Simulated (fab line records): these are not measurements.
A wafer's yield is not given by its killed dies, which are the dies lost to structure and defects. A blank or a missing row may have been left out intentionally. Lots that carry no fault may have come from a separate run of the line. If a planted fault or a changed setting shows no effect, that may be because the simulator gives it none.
fab line records	flow n5_finfet
record lots=7	wafers=21	last_day=17
route steps=1938 shown BEOL_M1@775 BEOL_M4@1111 PASSIVATION@1936
lots with no fault: from the same line, run without faults
start_h: hours from the record's first day to the start of the lot's first wafer shown	wait_h: time in hours since the lot's previous step	" the same as in the row above	L1.1+2: a row that stands for several wafers	- no value, or no start given	* or withheld: withheld	< > ~ a bound
route shown NAME@n: names a module that has steps shown in the file, with the first one's number in the route	usual: mean/standard deviation taken from wafers without a fault	same: alike in all rows	chamber/n: place in a boat	sites: the reading at each site	_std_site: the values' standard deviation	_edge_site: mean of outer sites minus mean of inner sites	radius_mm: for every site, how far away it sits from the centre of the wafer	mask NAME#n: copy n	behind: the most recent tool/chamber to have shaped the wafer	hold: the reason the lot was held/the length of the hold in hours/how it ended	device: transistor that didn't switch, given as n, p or np	end of line: tests of these same wafers at the route's end	a step with no rows: only its recipe	killed: not the wafer's yield, but the dies lost to structure and defects at the first sort	map: a wafer's dies, marking killed ones x, the rest . and places with no die _
set.NAME: the setting as run; set.NAME@STEP: as run at that earlier step	model.NAME: the simulator's own value behind a step, which no gauge read
a sample of lots followed through the steps of the route, with each step as a table and each wafer as a row
services: when a tool's chamber went out of use (start_h, in hours from the record's first day, below 0 if earlier), for how many hours, and the reason
## steps
# step N5_BEOL_M1_STRIP_19
# recipe chemistry=O2	power_w=400	temp_c=40	pressure_mtorr=30	rf_frequency_hz=6e+07	bias_power_w=0	overash_fraction=0.2	o2_flow_sccm=225
# usual drypump_motor_current_A=5.7/0.32	oes_product_au=0.78/0.075	rf_vpp_V=3.6/0.5	showerhead_plenum_p_Torr=2.10/0.052	throttle_valve_pct=16.64/0.2
lot.wafer	tool	chamber	start_h	wait_h	drypump_motor_current_A	oes_product_au	rf_hours_counter_h	rf_vpp_V	showerhead_plenum_p_Torr	throttle_valve_pct
L378.3	rie_diel-04	3	149.96	0.1	5.3	0.75	157	3.1	2.16	16.55
L378.4	"	0	"	"	5.9	0.71	205	3.4	2.06	16.51
L378.5	"	0	"	"	5.9	0.72	-	2.7	2.06	16.52
L383.1	rie_diel-02	3	187.74	0.1	5.2	0.83	79	3.2	2.12	16.33
L383.3	"	2	"	"	5.5	0.71	203	4.0	2.07	16.55
L383.4	"	1	"	"	6.1	0.90	43	3.5	2.15	17.02
L384.1	rie_diel-04	3	193.02	0.1	5.4	0.74	170	3.7	2.16	16.57
L384.3	"	0	"	"	5.9	0.70	219	3.2	2.06	16.52
L384.6	"	2	"	"	6.1	0.73	-	4.5	2.18	16.54
L388.2	rie_diel-04	3	209.83	0.1	5.4	0.74	175	3.5	2.16	16.59
L388.3	"	2	"	"	6.0	0.72	171	5.0	2.18	16.56
L388.4	"	1	"	"	5.9	0.82	100	3.9	2.04	16.55
L390.1	rie_diel-06	0	224.22	0.1	5.1	0.69	240	3.2	2.14	16.63
L390.3	"	2	"	"	6.0	0.83	66	3.8	2.05	16.71
L390.4	"	1	"	"	5.3	0.78	154	3.4	2.10	16.84
L394.1	rie_diel-04	3	266.60	0.1	5.4	0.73	192	3.2	2.15	16.62
L394.2	"	1	"	"	5.9	0.80	117	3.6	2.04	16.58
L394.4	"	2	"	"	6.1	0.72	186	4.1	2.18	16.60
L397.2	rie_diel-02	0	266.95	0.1	5.5	0.89	38	3.8	2.14	16.79
L397.3	"	1	"	"	6.1	0.85	69	3.7	2.14	17.08
L397.5	"	3	"	"	5.2	0.79	-	4.7	2.11	16.40
# step N5_BEOL_M1_ETCH_77
# recipe chemistry=N2/H2	target=underlayer	target_depth_a=65	mask_material=CAR-EUV	time_s=5.2	ion_energy_ev=200	pressure_mtorr=30	source_w=840	bias_w=150	n2_flow_sccm=200	h2_flow_sccm=200	ends=cleared
# usual bias_w=150.0/0.45	chamber_pressure_mTorr=30.00/0.04	drypump_motor_current_A=5.6/0.34	etch_rf_on_time_s=5.25/0.11	oes_product_au=0.67/0.065	rf_vpp_V=524.1/2.2	showerhead_plenum_p_Torr=2.56/0.065	throttle_valve_pct=17.91/0.19
lot.wafer	tool	chamber	start_h	wait_h	bias_w	chamber_pressure_mTorr	drypump_motor_current_A	etch_rf_on_time_s	oes_product_au	rf_hours_counter_h	rf_vpp_V	showerhead_plenum_p_Torr	throttle_valve_pct
L378.3	rie_diel-04	1	150.51	0.0	149.4	29.99	5.8	5.37	0.71	84	520.2	2.47	17.73
L378.4	"	0	"	"	149.7	29.94	6.0	5.35	0.60	205	522.1	2.51	17.67
L378.5	"	3	"	"	149.9	29.97	5.4	5.26	0.65	-	526.8	2.66	17.98
L383.1	rie_diel-02	0	188.43	0.0	150.4	29.97	5.5	5.20	0.78	13	528.4	2.61	18.05
L383.3	"	1	"	"	150.1	30.03	6.1	5.31	0.76	43	524.7	2.60	18.18
L383.4	"	2	"	"	149.8	29.99	5.6	5.22	0.61	203	523.5	2.55	17.94
L384.1	rie_diel-06	1	193.57	0.0	149.8	30.03	5.3	5.24	0.66	145	524.6	2.55	17.94
L384.3	"	3	"	"	150.3	30.02	5.5	5.14	0.63	186	519.1	2.43	18.23
L384.6	"	1	"	"	150.1	29.94	5.3	5.23	0.66	-	525.0	2.55	17.95
L388.2	rie_diel-04	1	210.38	0.0	149.8	30.01	5.8	5.46	0.69	100	520.1	2.47	17.73
L388.3	"	0	"	"	150.1	29.97	6.0	5.42	0.59	224	522.9	2.50	17.70
L388.4	"	3	"	"	149.6	29.94	5.4	5.44	0.62	175	525.7	2.65	18.01
L390.1	rie_diel-02	3	224.77	0.0	149.6	29.98	5.2	5.14	0.69	91	523.1	2.59	17.67
L390.3	"	1	"	"	149.8	29.95	6.1	5.30	0.74	55	525.1	2.59	18.19
L390.4	"	0	"	"	149.6	30.01	5.5	5.16	0.77	24	524.7	2.61	18.08
L394.1	rie_diel-04	0	267.16	0.0	150.0	30.04	5.9	5.44	0.58	240	523.3	2.50	17.73
L394.2	"	1	"	"	150.5	30.11	5.8	5.43	0.66	117	520.6	2.46	17.78
L394.4	"	3	"	"	149.8	30.03	5.4	5.42	0.60	192	526.2	2.64	18.05
L397.2	rie_diel-04	1	267.63	0.0	149.8	30.05	5.8	5.43	0.67	117	521.0	2.46	17.77
L397.3	"	3	"	"	149.4	30.04	5.4	5.32	0.62	192	526.8	2.64	18.05
L397.5	"	0	"	"	150.1	30.00	5.9	5.43	0.58	-	520.6	2.50	17.71
# step N5_BEOL_M1_ETCH_69
# recipe chemistry=CF4	target=SiARC	target_depth_a=156	mask_material=CAR-EUV	time_s=26	ion_energy_ev=80	pressure_mtorr=40	source_w=545	bias_w=36	Ar_flow_sccm=100	cf4_flow_sccm=100	ends=cleared
# usual bias_w=36.01/0.1	cf4_flow_sccm=100.0/0.31	drypump_motor_current_A=5.6/0.34	etch_rf_on_time_s=26.1/0.52	oes_product_au=0.67/0.065	rf_vpp_V=184.2/1.1	showerhead_plenum_p_Torr=2.14/0.051	throttle_valve_pct=15.58/0.16
lot.wafer	tool	chamber	start_h	wait_h	bias_w	cf4_flow_sccm	drypump_motor_current_A	etch_rf_on_time_s	oes_product_au	rf_hours_counter_h	rf_vpp_V	showerhead_plenum_p_Torr	throttle_valve_pct
L378.3	rie_diel-04	1	150.53	0.0	36.12	99.9	5.8	27.0	0.69	84	183.4	2.08	15.35
L378.4	"	0	"	"	35.98	99.5	5.9	27.0	0.60	205	183.8	2.12	15.56
L378.5	"	3	"	"	35.93	100.2	5.3	27.0	0.63	-	185.1	2.22	15.58
L383.1	rie_diel-02	0	188.45	0.0	36.03	100.2	5.5	25.7	0.79	13	185.5	2.18	15.58
L383.3	"	1	"	"	36.08	100.1	6.1	26.1	0.76	43	183.9	2.17	15.77
L383.4	"	2	"	"	36.10	100.0	5.5	25.9	0.61	203	182.7	2.11	15.47
L384.1	rie_diel-06	1	193.59	0.0	35.86	99.8	5.3	25.7	0.67	145	184.4	2.13	15.68
L384.3	"	3	"	"	35.98	99.6	5.5	25.8	0.63	186	182.7	2.04	15.85
L384.6	"	1	"	"	36.06	99.8	5.3	25.9	0.66	-	183.2	2.13	15.68
L388.2	rie_diel-04	1	210.40	0.0	36.05	99.9	5.9	26.8	0.69	100	183.4	2.07	15.38
L388.3	"	0	"	"	36.00	99.9	5.9	26.8	0.59	224	184.8	2.12	15.59
L388.4	"	3	"	"	35.89	99.8	5.4	26.7	0.62	175	184.9	2.21	15.60
L390.1	rie_diel-02	3	224.78	0.0	36.06	100.2	5.1	25.5	0.69	91	184.0	2.16	15.29
L390.3	"	1	"	"	35.96	99.7	6.1	26.1	0.75	55	183.6	2.16	15.80
L390.4	"	0	"	"	36.04	100.3	5.4	25.5	0.78	24	185.4	2.17	15.60
L394.1	rie_diel-04	0	267.17	0.0	-	-	-	-	-	-	-	-	-
L394.2	"	1	"	"	-	-	-	-	-	-	-	-	-
L394.4	"	3	"	"	-	-	-	-	-	-	-	-	-
L397.2	rie_diel-04	1	267.65	0.0	-	-	-	-	-	-	-	-	-
L397.3	"	3	"	"	-	-	-	-	-	-	-	-	-
L397.5	"	0	"	"	-	-	-	-	-	-	-	-	-
# step N5_BEOL_M1_ALD_98
# recipe material=SiO2	target_thk_a=25	temp_c=100	ald_precursor_family=BDEAS	ald_co_reactant=O2-plasma	pulse_time_s=1	co_reactant_pulse_time_s=1	purge_time_s=2	co_reactant_purge_time_s=2	ald_cycles=17	pressure_torr=2
# usual heater_power_outer_w=39/5	heater_power_w=76/8.3	precursor_pulse_height_rel=1.002/0.019
# same ald_cycles=17
lot.wafer	tool	chamber	start_h	wait_h	heater_power_outer_w	heater_power_w	precursor_pulse_height_rel
L378.3	ald_sin-02	1	150.75	0.2	33	66	1.017
L378.4	"	0	"	"	48	88	1.024
L378.5	"	3	"	"	37	73	1.031
L383.1	ald_sin-02	1	188.66	0.2	34	65	1.016
L383.3	"	3	"	"	36	74	0.978
L383.4	"	2	"	"	42	78	0.976
L384.1	ald_sin-03	0	193.67	0.1	34	64	1.031
L384.3	"	2	"	"	46	96	1.016
L384.6	"	1	"	"	42	85	0.973
L388.2	ald_sin-03	3	211.70	1.3	39	73	1.009
L388.3	"	0	"	"	34	65	1.000
L388.4	"	1	"	"	44	86	0.997
L390.1	ald_sin-03	1	224.90	0.1	43	87	0.976
L390.3	"	0	"	"	34	65	0.997
L390.4	"	2	"	"	47	94	1.037
L394.1	ald_sin-03	2	268.21	1.0	47	91	0.994
L394.2	"	3	"	"	39	76	1.000
L394.4	"	1	"	"	43	86	0.998
L397.2	ald_sin-03	3	268.30	0.6	40	77	1.017
L397.3	"	0	"	"	34	65	1.031
L397.5	"	0	"	"	34	67	0.982
# step N5_BEOL_M1_ETCHBACK_99
# recipe chemistry=CHF3	target=SiO2	target_depth_a=50	time_s=10.4	source_w=215	bias_w=47	Ar_flow_sccm=200	CHF3_flow_sccm=12	ion_energy_ev=100	pressure_mtorr=30
# usual drypump_motor_current_A=5.6/0.33	oes_product_au=0.79/0.072	rf_vpp_V=238/3.7	showerhead_plenum_p_Torr=2.14/0.056	throttle_valve_pct=17.06/0.19
lot.wafer	tool	chamber	start_h	wait_h	drypump_motor_current_A	oes_product_au	rf_hours_counter_h	rf_vpp_V	showerhead_plenum_p_Torr	throttle_valve_pct
L378.3	rie_diel-04	1	150.87	0.1	5.8	0.82	84	245	2.08	16.79
L378.4	"	2	"	"	6.1	0.75	153	237	2.24	16.87
L378.5	"	1	"	"	5.8	0.83	-	243	2.08	16.78
L383.1	rie_diel-06	2	188.88	0.2	6.0	0.84	55	241	2.09	16.99
L383.3	"	0	"	"	5.1	0.67	228	241	2.23	17.09
L383.4	"	3	"	"	5.5	0.74	184	237	2.05	17.35
L384.1	rie_diel-04	3	195.54	1.8	5.4	0.74	171	249	2.22	17.00
L384.3	"	0	"	"	6.0	0.70	220	236	2.13	17.03
L384.6	"	1	"	"	5.8	0.80	-	245	2.07	16.82
L388.2	rie_diel-06	2	211.82	0.1	6.0	0.84	62	240	2.09	17.01
L388.3	"	1	"	"	5.3	0.77	150	237	2.14	17.11
L388.4	"	0	"	"	5.1	0.68	236	242	2.22	17.13
L390.1	rie_diel-02	3	226.08	1.1	5.2	0.81	91	233	2.16	16.70
L390.3	"	1	"	"	6.1	0.87	55	239	2.19	17.34
L390.4	"	0	"	"	5.5	0.90	25	239	2.19	17.13
L394.1	rie_diel-06	1	268.33	0.1	5.3	0.28	169	238	2.13	17.13
L394.2	"	2	"	"	6.0	0.31	80	240	2.09	17.01
L394.4	"	3	"	"	5.5	0.27	-	237	2.05	17.36
L397.2	rie_diel-04	1	268.56	0.2	5.9	0.31	117	243	2.07	16.81
L397.3	"	3	"	"	5.4	0.28	193	248	2.21	17.03
L397.5	"	2	"	"	6.1	0.27	-	236	2.22	16.91
# step N5_BEOL_M1_VIA_ETCH_34
# recipe chemistry=C4F6/O2	target_depth_a=678	mask_material=SOC	pressure_mtorr=15	ion_energy_ev=250	taper_deg=4	time_s=64.4	source_w=350	bias_w=170	Ar_flow_sccm=300	C4F6_flow_sccm=10	O2_flow_sccm=10
# usual C4F6_flow_sccm=9.996/0.028	O2_flow_sccm=10.00/0.031	drypump_motor_current_A=5.6/0.33	oes_product_au=0.78/0.072	rf_vpp_V=658/10	showerhead_plenum_p_Torr=2.83/0.071	throttle_valve_pct=30.73/0.29
lot.wafer	tool	chamber	start_h	wait_h	C4F6_flow_sccm	O2_flow_sccm	drypump_motor_current_A	oes_product_au	rf_hours_counter_h	rf_vpp_V	showerhead_plenum_p_Torr	throttle_valve_pct
L378.3	rie_diel-04	1	151.00	0.0	9.984	9.97	5.8	0.82	84	674	2.75	30.61
L378.4	"	2	"	"	10.007	9.97	6.1	0.73	153	656	2.95	30.65
L378.5	"	1	"	"	9.985	10.00	5.8	0.82	-	675	2.75	30.62
L383.1	rie_diel-06	2	189.02	0.0	10.012	10.03	6.0	0.83	55	663	2.77	30.66
L383.3	"	0	"	"	9.917	10.02	5.1	0.69	229	666	2.94	30.78
L383.4	"	3	"	"	10.009	10.01	5.5	0.75	184	656	2.72	31.06
L384.1	rie_diel-04	3	195.68	0.0	10.000	10.02	5.4	0.74	171	688	2.93	30.55
L384.3	"	0	"	"	9.944	10.01	5.9	0.70	220	655	2.81	30.42
L384.6	"	1	"	"	10.011	9.97	5.8	0.81	-	675	2.75	30.62
L388.2	rie_diel-06	2	211.95	0.0	9.965	10.05	6.0	0.83	62	662	2.77	30.67
L388.3	"	1	"	"	10.012	10.00	5.3	0.78	150	654	2.83	30.66
L388.4	"	0	"	"	9.975	9.97	5.0	0.68	236	666	2.93	30.80
L390.1	rie_diel-02	3	226.21	0.0	10.007	9.97	5.2	0.80	91	643	2.86	30.26
L390.3	"	1	"	"	10.020	9.99	6.1	0.87	55	661	2.89	31.30
L390.4	"	0	"	"	9.996	10.01	5.5	0.91	25	663	2.90	30.92
L394.1	rie_diel-06	1	268.46	0.0	10.003	9.99	5.3	0.28	169	655	2.82	30.55
L394.2	"	2	"	"	10.035	9.94	6.0	0.31	81	664	2.76	30.59
L394.4	"	3	"	"	9.984	10.03	5.5	0.27	-	655	2.71	30.97
L397.2	rie_diel-04	1	268.70	0.0	10.047	9.94	5.9	0.30	117	673	2.74	30.51
L397.3	"	3	"	"	10.012	9.97	5.4	0.27	193	685	2.92	30.47
L397.5	"	2	"	"	10.020	9.99	6.1	0.27	-	657	2.93	30.59
# step N5_BEOL_M4_RC_MEAS_101
# usual DIBL_N=37.0/1.7	DIBL_P=36.7/2	IOFF_N=0.17/0.035	IOFF_P=0.22/0.035	ION_N=672/12	ION_P=461/7.5	SS_N=71.6/0.67	SS_P=73.4/0.64	VT_N=250/3.5	VT_P=-250/3.5
lot.wafer	tool	chamber	start_h	wait_h	DIBL_N[mV/V]	DIBL_P[mV/V]	IOFF_N[nA/um]	IOFF_P[nA/um]	ION_N[uA/um]	ION_P[uA/um]	SS_N[mV/dec]	SS_P[mV/dec]	VT_N[mV]	VT_P[mV]
L378.3	prober-01	0	192.97	0.3	37.8	36.6	0.17	0.21	675	459	71.3	73.5	247	-249
L378.4	"	0	"	"	36.9	35.6	0.15	0.19	657	451	71.4	73.4	247	-249
L378.5	"	0	"	"	35.3	33.9	0.12	0.18	650	447	70.9	72.8	252	-250
L383.1	prober-01	0	219.44	0.0	36.7	37.4	0.17	0.20	681	467	71.9	74.2	252	-252
L383.3	"	0	"	"	36.6	37.3	0.16	0.20	673	464	71.7	73.3	252	-256
L383.4	"	0	"	"	36.5	36.7	0.15	0.20	662	454	71.5	73.5	254	-253
L384.1	prober-02	0	226.97	0.0	34.3	35.1	0.13	0.18	666	454	70.0	72.4	252	-253
L384.3	"	0	"	"	36.5	36.9	0.17	0.20	675	460	71.4	74.1	249	-253
L384.6	"	0	"	"	35.7	35.4	0.15	0.18	666	454	71.4	73.5	253	-255
L388.2	prober-02	0	247.66	0.2	34.9	35.6	0.14	0.21	669	461	70.5	73.5	251	-250
L388.3	"	0	"	"	34.1	33.8	0.11	0.17	648	449	70.7	73.0	256	-253
L388.4	"	0	"	"	34.5	35.1	0.13	0.20	661	462	70.4	73.3	252	-249
L390.1	prober-02	0	257.08	0.0	36.5	36.5	0.17	0.24	683	469	71.2	73.5	249	-243
L390.3	"	0	"	"	37.1	36.3	0.16	0.23	679	467	70.8	72.1	248	-248
L390.4	"	0	"	"	41.1	40.7	0.27	0.32	688	470	72.2	74.2	241	-242
# step N5_PASSIVATION_PROBE_49
# usual defect_limited_yield=91.1/1.3	killed_at_M0_to_M3=35/11	killed_at_M4_up=13/5.4	killed_at_contacts=14/6.5	killed_at_front_end=41/11	killed_at_other=4/3.1	killed_dies=106/15	killed_on_rim=14/3.7	killed_open=69/12	killed_short=35/7	sort_bin_5_function=5.2/0.86	sort_bin_6_memory=3.4/0.64	sort_n_pass=1074/15	sort_yield_pct=91.0/1.3
# same gross_dies=1180	killed_at_back_side=0	sort_bin_4_leakage[%]=0	sort_bin_8_speed[%]=0
lot.wafer	tool	chamber	start_h	wait_h	defect_limited_yield[%]	killed_at_M0_to_M3	killed_at_M4_up	killed_at_contacts	killed_at_front_end	killed_at_other	killed_dies	killed_on_rim	killed_open	killed_short	sort_bin_5_function[%]	sort_bin_6_memory[%]	sort_n_pass	sort_yield_pct[%]
L378.3	prober-02	-	293.54	0.1	92.5	27	10	8	39	4	88	13	57	28	4.7	2.5	1092	92.5
L378.4	prober-02	-	293.59	0.2	90.9	39	17	18	27	6	107	16	65	41	4.7	3.9	1073	90.9
L378.5	prober-02	-	293.64	0.2	90.2	43	16	10	41	6	116	12	71	42	6.0	3.6	1064	90.2
L383.1	prober-01	-	315.95	0.0	92.7	22	8	17	36	3	86	6	59	25	4.1	3.1	1094	92.7
L383.3	prober-01	-	316.05	0.1	92.1	27	5	12	45	4	93	13	59	30	5.0	2.5	1087	92.1
L383.4	prober-01	-	316.10	0.2	91.4	21	6	15	53	6	101	13	59	41	5.1	3.1	1079	91.4
L384.1	prober-01	-	321.47	0.0	92.2	33	12	7	34	6	92	11	55	34	5.3	2.5	1088	92.2
L384.3	prober-01	-	321.57	0.1	92.3	32	12	22	22	3	91	12	63	27	4.7	3.0	1089	92.3
L384.6	prober-01	-	321.72	0.3	92.4	31	9	9	34	7	90	9	70	19	4.5	2.8	1090	92.4
L394.1	prober-01	-	407.69	0.0	0	1096	9	22	49	4	1180	152	89	29	95.8	3.7	0	0
L394.2	prober-01	-	407.74	0.1	0	1106	9	19	44	2	1180	152	70	37	95.9	3.7	0	0
L394.4	prober-01	-	407.84	0.2	0	1109	13	19	37	2	1180	152	77	32	96.8	3.1	0	0
L397.2	prober-02	-	412.12	0.1	0	1096	6	17	58	3	1180	152	72	33	95.5	4.2	0	0
L397.3	prober-02	-	412.17	0.1	0	1105	11	13	48	3	1180	152	70	24	96.6	3.3	0	0
L397.5	prober-02	-	412.27	0.2	0	1096	14	12	55	3	1180	152	67	33	96.2	3.6	0	0
# killed by level:class
L378.3 FIN_SAQP:geometric_particle:short=10 STI_FIN_REVEAL:geometric_particle:open=9 FIN_SAQP:geometric_particle:open=8 BEOL_M0_SAQP:geometric_particle:short=7 MOL_CONTACT_COAG:geometric_particle:open=6 BEOL_M0_SAQP:geometric_particle:open=5 BEOL_M2:geometric_particle:open=5 BEOL_M4:geometric_particle:open=5
L378.4 MOL_CONTACT_COAG:geometric_particle:open=14 FIN_SAQP:geometric_particle:short=8 BEOL_M5:geometric_particle:open=8 BEOL_M2:geometric_particle:open=7 BEOL_M0_SAQP:geometric_particle:short=6 BEOL_M3:geometric_particle:short=6 BEOL_M0:geometric_particle:open=5 GATE_CUT:geometric_particle:short=4
L378.5 FIN_SAQP:geometric_particle:open=12 BEOL_M0_SAQP:geometric_particle:short=12 BEOL_M2:geometric_particle:open=10 GATE_CUT:geometric_particle:short=8 BEOL_M0:geometric_particle:open=7 BEOL_M4:geometric_particle:open=7 BEOL_M0_SAQP:geometric_particle:open=6 FIN_SAQP:geometric_particle:short=5
L383.1 FIN_SAQP:geometric_particle:open=15 MOL_CONTACT_COAG:geometric_particle:open=11 BEOL_M0_SAQP:geometric_particle:open=6 MOL_CONTACT_COAG:geometric_particle:short=5 BEOL_M3:geometric_particle:open=5 GATE_CUT:geometric_particle:short=4 BEOL_M0_SAQP:geometric_particle:short=4 BEOL_M4:geometric_particle:open=4
L383.3 STI_FIN_REVEAL:geometric_particle:open=16 MOL_CONTACT_COAG:geometric_particle:open=9 GATE_CUT:geometric_particle:short=5 BEOL_M0_SAQP:geometric_particle:open=5 BEOL_M3:geometric_particle:open=5 FIN_SAQP:geometric_particle:short=4 STI_FIN_REVEAL:geometric_particle:short=4 BEOL_M0_SAQP:geometric_particle:short=4
L383.4 FIN_SAQP:geometric_particle:short=12 MOL_CONTACT_COAG:geometric_particle:open=12 STI_FIN_REVEAL:geometric_particle:open=9 BEOL_M3:geometric_particle:open=7 FIN_SAQP:geometric_particle:open=6 GATE_CUT:geometric_particle:short=4 BEOL_M0_SAQP:geometric_particle:open=4 BEOL_M0_SAQP:geometric_particle:short=4
L384.1 BEOL_M0_SAQP:geometric_particle:open=12 BEOL_M0_SAQP:geometric_particle:short=9 STI_FIN_REVEAL:geometric_particle:open=8 FIN_SAQP:geometric_particle:short=7 MOL_CONTACT_COAG:geometric_particle:open=5 BEOL_M8:geometric_particle:open=4 STARTING-WAFER:geometric_particle:open=4 BEOL_M0:geometric_particle:short=3
L384.3 MOL_CONTACT_COAG:geometric_particle:open=17 BEOL_M1:geometric_particle:open=8 BEOL_M0_SAQP:geometric_particle:open=7 DUMMY_GATE:geometric_particle:open=5 MOL_CONTACT_COAG:geometric_particle:short=5 BEOL_M0_SAQP:geometric_particle:short=5 BEOL_M4:geometric_particle:open=5 DUMMY_GATE:geometric_particle:short=3
L384.6 STI_FIN_REVEAL:geometric_particle:open=10 MOL_CONTACT_COAG:geometric_particle:open=8 BEOL_M3:geometric_particle:open=8 FIN_SAQP:geometric_particle:open=6 BEOL_M0_SAQP:geometric_particle:open=6 BEOL_M0_SAQP:geometric_particle:short=5 DUMMY_GATE:geometric_particle:open=4 FIN_SAQP:geometric_particle:short=3
L394.1 BEOL_M1:area_etch=1062 STI_FIN_REVEAL:geometric_particle:open=27 MOL_CONTACT_COAG:geometric_particle:open=20 BEOL_M0_SAQP:geometric_particle:open=9 BEOL_M3:geometric_particle:open=8 STI_FIN_REVEAL:geometric_particle:short=5 BEOL_M1:geometric_particle:open=5 BEOL_M4:geometric_particle:open=4
L394.2 BEOL_M1:area_etch=1072 MOL_CONTACT_COAG:geometric_particle:open=14 STI_FIN_REVEAL:geometric_particle:open=13 BEOL_M0_SAQP:geometric_particle:short=11 BEOL_M2:geometric_particle:open=11 STI_FIN_REVEAL:geometric_particle:short=8 BEOL_M0_SAQP:geometric_particle:open=6 FIN_SAQP:geometric_particle:open=5
L394.4 BEOL_M1:area_etch=1071 STI_FIN_REVEAL:geometric_particle:open=18 MOL_CONTACT_COAG:geometric_particle:open=15 BEOL_M0_SAQP:geometric_particle:short=15 BEOL_M0_SAQP:geometric_particle:open=8 BEOL_M3:geometric_particle:open=7 DUMMY_GATE:geometric_particle:open=5 BEOL_M1:geometric_particle:open=5
L397.2 BEOL_M1:area_etch=1073 FIN_SAQP:geometric_particle:open=18 FIN_SAQP:geometric_particle:short=14 MOL_CONTACT_COAG:geometric_particle:open=12 STI_FIN_REVEAL:geometric_particle:open=12 BEOL_M1:geometric_particle:open=7 BEOL_M2:geometric_particle:open=7 MOL_CONTACT_COAG:geometric_particle:short=5
L397.3 BEOL_M1:area_etch=1084 FIN_SAQP:geometric_particle:open=19 MOL_CONTACT_COAG:geometric_particle:open=10 BEOL_M2:geometric_particle:open=7 STI_FIN_REVEAL:geometric_particle:open=5 DUMMY_GATE:geometric_particle:open=4 ILD0:geometric_particle:short=4 BEOL_M0:geometric_particle:open=4
L397.5 BEOL_M1:area_etch=1079 FIN_SAQP:geometric_particle:open=20 FIN_SAQP:geometric_particle:short=13 MOL_CONTACT_COAG:geometric_particle:open=8 BEOL_M2:geometric_particle:open=5 DUMMY_GATE:geometric_particle:open=4 MOL_CONTACT_COAG:geometric_particle:short=4 STARTING-WAFER:geometric_particle:open=4
## services
tool	chamber	start_h	hours	kind
ald_sin-03	-	132.85	14.6	pm
rie_diel-06	2	136.20	3.6	repair
rie_diel-02	1	146.20	2.6	repair
rie_diel-04	1	156.15	5.6	repair
rie_diel-02	3	171.82	10.5	repair
ald_sin-02	-	174.76	6.0	pm
ald_sin-03	-	174.83	0.6	repair
ald_sin-03	-	177.05	14.0	pm
ald_sin-03	0	177.05	14.0	vent_cycle
ald_sin-03	1	177.05	14.0	vent_cycle
ald_sin-03	2	177.05	14.0	vent_cycle
ald_sin-03	3	177.05	14.0	vent_cycle
ald_sin-03	0	191.05	-	clean
ald_sin-03	1	191.05	-	clean
ald_sin-02	3	194.15	5.0	repair
rie_diel-02	2	199.12	3.9	repair
rie_diel-06	-	201.04	0.4	repair
rie_diel-04	2	210.52	4.3	repair
rie_diel-04	0	233.13	1.3	repair
rie_diel-06	3	237.11	10.1	repair
ald_sin-02	-	241.76	2.7	repair
rie_diel-06	0	256.68	-	clean
rie_diel-06	0	256.68	-	consumable_replace:focus_ring
rie_diel-02	2	262.89	2.0	repair
## key
first_sign step=N5_BEOL_M1_ETCH_69	reading=tool_record	direction=missing
effect step=N5_BEOL_M1_ETCHBACK_99	reading=oes_product_au	direction=down	sigmas=6.9	usual=0.79	struck=0.29
effect step=N5_BEOL_M1_VIA_ETCH_34	reading=oes_product_au	direction=down	sigmas=6.9	usual=0.78	struck=0.28
effect step=N5_PASSIVATION_PROBE_49	reading=sort_bin_5_function	direction=up	sigmas=99+	usual=5.2	struck=96.1
more_kills_born_at N5_BEOL_M1_ETCH_69@rie_diel-04=6441
met_at N5_BEOL_M1_ETCH_69
struck_lots L394,L397
later_rows_left_out L394.1,L394.2,L394.4,L397.2,L397.3,L397.5
not_acting_at N5_BEOL_M1_STRIP_19,N5_BEOL_M1_ETCH_77,N5_BEOL_M1_ALD_98
onset_between 210.40 267.17
fault kind=skipped_step_whole	tool=rie_diel-04	chamber=-	onset_h=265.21	steps=N5_BEOL_M1_ETCH_69	scope=struck_lots_only
# later_rows_left_out: the simulator's readings of these wafers behind a module that went badly wrong aren't trusted and aren't shown, but for the sort
